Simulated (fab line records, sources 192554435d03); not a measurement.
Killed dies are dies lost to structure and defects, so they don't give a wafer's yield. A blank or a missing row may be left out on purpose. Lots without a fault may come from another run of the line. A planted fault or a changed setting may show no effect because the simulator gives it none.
A struck lot beside a sound one | flow n5_finfet | 16 steps out of a route of 1938
Sound: wafers L424.2, L424.3, L424.5. Struck: wafers L431.1, L431.2, L431.3. The cause comes at the end.
At each step with rows: each side's tool, then ch and its chambers, then its first start. Under that, the readings that differ: sound wafers | struck wafers | difference of the means | sigmas: that difference in standard deviations of wafers without a fault.
alike: readings whose means differ by less than 2 such deviations, and words and numbers that are the same on both sides. not compared: withheld readings, readings that some wafer has no value for, bounds like >300 that may hide the same value, and numbers for which the record gives no deviation and whose values overlap.
The two part at a step that has a row with sigmas, a row that says differs or no value, or rows on one side only. Numbers that don't overlap but have no deviation are shown without sigmas and don't part them. A reading that every wafer of one side lacks parts them only if that side has two wafers or more.

first, 4 steps without rows for these wafers: N5_BEOL_M6_SOFTBAKE_06 (time 60 s); N5_BEOL_M6_EXPOSE_08 (exposes mask M6); N5_BEOL_M6_PEB_09 (peb time 60 s); N5_BEOL_M6_DEVELOP_10 (develop time 30 s).
N5_BEOL_M6_CD_MEAS_11: target cd 38.5 nm.
  sound on cd_sem-01 ch 0, day 10 11:34; struck on cd_sem-01 ch 0, day 12 10:55
  alike: cd_nm
N5_BEOL_M6_OVL_MEAS_12:
  sound on overlay-02 ch 0, day 10 11:35; struck on overlay-02 ch 0, day 12 10:56
  alike: M6_OVL
N5_BEOL_M6_INSPECT_13: inspects for defects (brightfield).
  sound on defect_inspect-01, day 10 11:37; struck on defect_inspect-01, day 12 10:58
  alike: raw_defect_count
N5_BEOL_M6_DESCUM_16: chemistry O2, time 7.9 s.
  sound on rie_diel-06 ch 0,1,2, day 10 11:41; struck on rie_diel-02 ch 0,1,3, day 12 11:06
  alike: drypump_motor_current_A, oes_product_au, rf_fwd_power_W, rf_vpp_V, showerhead_plenum_p_Torr, throttle_valve_pct
  not compared: rf_hours_counter_h
N5_BEOL_M6_ETCH_61: etches SiARC in CF4, target depth 45.5 nm, time 75.8 s.
  sound on rie_diel-06 ch 0,1,2, day 10 11:43; struck on rie_diel-02 ch 0,1,3, day 12 11:08
  alike: drypump_motor_current_A, etch_rf_on_time_s, mfc_ar_sccm, oes_product_au, rf_fwd_power_W, rf_vpp_V, showerhead_plenum_p_Torr, throttle_valve_pct
  not compared: rf_hours_counter_h
N5_BEOL_M6_ETCH_62: etches SOC in N2/H2, target depth 110 nm, overetch 22 nm, time 165 s.
  sound on rie_diel-06 ch 0,1,2, day 10 11:46; struck on rie_diel-02 ch 0,1,3, day 12 11:11
  alike: drypump_motor_current_A, h2_flow_sccm, oes_product_au, rf_fwd_power_W, rf_vpp_V, showerhead_plenum_p_Torr, throttle_valve_pct
  not compared: rf_hours_counter_h
then, 1 step without rows for these wafers: N5_BEOL_M6_STRIP_68 (strips in N2/H2).
N5_BEOL_M6_STRIP_67: strips in CF4.
  sound on rie_diel-06 ch 0,1,2, day 10 11:55; struck on rie_diel-02 ch 0,1,3, day 12 11:20
  alike: drypump_motor_current_A, oes_product_au, rf_vpp_V, showerhead_plenum_p_Torr, throttle_valve_pct
  not compared: rf_hours_counter_h
N5_BEOL_M6_HM_OPEN_17: chemistry Cl2/BCl3, target TiN, target depth 20 nm, overetch 6 nm.
  sound on rie_metal-02 ch 0,1, day 10 11:58; struck on rie_metal-03 ch 0,1, day 12 11:23
  no value came back on the struck wafers for any of 7 readings (bcl3_flow_sccm (sccm), bias_w (W) and others); on the sound wafers bcl3_flow_sccm (sccm) reads 21.83 21.83 21.79
  reading                                  | sound          | struck           | difference | sigmas
  model.SOC_of_BEOL_M6_COAT_59.thk_nm (nm) | 92.6 92.2 92.2 | 99.6 100.2 100.2 | +7.7       |
  not compared: rf_hours_counter_h
N5_BEOL_M6_STRIP_19: strips in O2.
  sound on rie_diel-02 ch 0,3, day 10 12:04; struck on rie_diel-06 ch 0,2,3, day 12 11:29
  alike: drypump_motor_current_A, oes_product_au, rf_vpp_V, showerhead_plenum_p_Torr, throttle_valve_pct
  not compared: rf_hours_counter_h
N5_BEOL_M6_CD_MEAS_18: pitch 80 nm, target cd 40 nm.
  sound on cd_sem-01, day 10 12:08; struck on cd_sem-01, day 12 11:34
  reading    | sound          | struck | difference                    | sigmas
  cd_nm (nm) | 39.9 40.1 40.8 | - - -  | no value on the struck wafers |
then, 1 step without rows for these wafers: N5_BEOL_M6_COAT_63 (time 60 s, resist thk 60 nm).

WHERE THEY PART
First at N5_BEOL_M6_HM_OPEN_17; last, within this record, at N5_BEOL_M6_CD_MEAS_18.

WHY: what the simulator had put in
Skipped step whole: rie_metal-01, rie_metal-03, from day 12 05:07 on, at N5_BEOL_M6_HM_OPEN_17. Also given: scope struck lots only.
